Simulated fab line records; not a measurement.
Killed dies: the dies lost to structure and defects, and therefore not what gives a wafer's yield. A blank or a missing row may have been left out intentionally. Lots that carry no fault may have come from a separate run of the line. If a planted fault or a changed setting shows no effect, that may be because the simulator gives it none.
Chamber matching ; flow nand_harc ; rie_diel-11 running NHARC_A_WL_FILL_STRIP_29: 4 sister chambers
The step strips in O2, time 20 s. 22 wafers are shown with their chamber, then 11 later ones without.

EACH WAFER AND ITS CHAMBER
wafer;chamber;showerhead_plenum_p_Torr (Torr);drypump_motor_current_A (A);oes_product_au (a.u.)
L075.1;2;3.41;5.56;1.005
L075.4;1;3.33;5.30;0.979
L075.5;1;3.33;5.27;0.976
L078.1;3;3.69;5.83;0.987
L078.3;0;3.53;6.26;1.005
L078.6;1;3.32;5.28;0.984
L077.1;2;3.41;5.58;1.009
L077.2;1;3.32;5.27;0.989
L077.3;3;3.69;5.78;0.989
L077.4;0;3.53;6.20;1.004
L077.5;2;3.41;5.55;1.008
L077.6;3;3.69;5.83;0.982
L084.1;1;3.32;5.28;0.968
L084.5;2;3.41;5.57;0.997
L084.6;1;3.32;5.30;0.964
L086.2;3;3.69;5.80;0.983
L086.4;1;3.32;5.26;0.978
L086.6;1;3.32;5.25;0.982
L092.1;1;3.32;5.29;0.990
L092.2;2;3.40;5.57;1.007
L092.5;2;3.40;5.56;0.995
L091.1;0;3.53;6.23;1.009

SIGNATURES, as means of the wafers listed above
reading;chamber 0;chamber 1;chamber 2;chamber 3;scatter within a chamber
showerhead_plenum_p_Torr;3.5300;3.3222;3.4067;3.6900;0.00401
drypump_motor_current_A;6.2300;5.2778;5.5650;5.8100;0.019
oes_product_au;1.00600;0.97889;1.00350;0.98525;0.00682
Rule: a wafer's distance from a chamber is the root of the sum, over the readings, of the square of ((its reading less the chamber's mean) divided by the reading's scatter). The wafer belongs to the nearest chamber; if the next one is less than 2 further off, it can't be placed. The scatter is the square root of a quotient: the sum, over the shown wafers, of each reading's squared deviation from its chamber's mean, divided by wafers minus chambers.

WAFERS WITHOUT THEIR CHAMBER
wafer;showerhead_plenum_p_Torr (Torr);drypump_motor_current_A (A);oes_product_au (a.u.)
L091.2;3.32;5.29;0.988
L091.3;3.40;5.60;0.994
L091.4;3.69;5.76;0.990
L091.5;3.32;5.26;0.983
L091.6;3.40;5.60;0.998
L093.2;3.32;5.28;0.996
L093.4;3.53;6.20;1.012
L093.5;3.53;6.25;1.021
L095.3;3.32;5.29;0.990
L095.5;3.32;5.27;0.976
L095.6;3.40;5.57;0.996

WHICH CHAMBER EACH WENT THROUGH
wafer;from the rows above;in truth
L091.2;1;1
L091.3;2;2
L091.4;3;3
L091.5;1;1
L091.6;2;2
L093.2;1;1
L093.4;0;0
L093.5;0;0
L095.3;1;1
L095.5;1;1
L095.6;2;2
11 of 11 placed correctly. Not placeable from these rows: 0. Wrongly placed: 0.
